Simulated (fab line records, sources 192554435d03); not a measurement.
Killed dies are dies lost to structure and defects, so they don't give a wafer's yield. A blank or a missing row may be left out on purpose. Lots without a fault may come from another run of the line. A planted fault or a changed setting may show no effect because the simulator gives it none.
Chamber matching | flow n5_finfet | N5_DUMMY_GATE_ETCH_23 on rie_si-02: 4 sister chambers
The step etches poly-Si in HBr/Cl2/O2, target depth 41 nm, time 22.3 s. 4 wafers are shown with their chamber, then 10 later ones without.

WAFERS WITH THEIR CHAMBER
wafer  | chamber | throttle_valve_pct (%)
L083.6 | 1       | 37.29
L084.2 | 0       | 37.26
L086.1 | 2       | 37.39
L086.3 | 3       | 36.96

WAFERS WITHOUT THEIR CHAMBER
wafer  | throttle_valve_pct (%)
L086.5 | 37.39
L087.2 | 37.27
L087.4 | 37.39
L087.5 | 37.30
L092.4 | 37.41
L092.5 | 37.26
L092.6 | 37.30
L097.1 | 37.40
L097.3 | 37.28
L097.5 | 37.41

WHICH CHAMBER EACH WENT THROUGH
wafer  | from the rows above     | in truth
L086.5 | 2                       | 2
L087.2 | can't be placed: 0 or 1 | 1
L087.4 | 2                       | 2
L087.5 | 1                       | 1
L092.4 | 2                       | 2
L092.5 | 0                       | 0
L092.6 | 1                       | 1
L097.1 | 2                       | 2
L097.3 | can't be placed: 1 or 0 | 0
L097.5 | 2                       | 2
Placed correctly: 8 of 10. Can't be placed from these rows: 2 (the true chamber is among the candidates in 2). Placed wrongly: 0.
How it was worked out, from the rows above alone: a wafer's distance from a chamber is the root of the sum, over the readings, of the square of ((its reading less the chamber's mean) divided by the reading's scatter). The wafer belongs to the nearest chamber; if the next one is less than 2 further off, it can't be placed. A chamber's mean is the mean of its shown wafers. The scatter: with one shown wafer a chamber, the root of the mean of the squares of how far each hidden wafer lies from its nearest shown one.
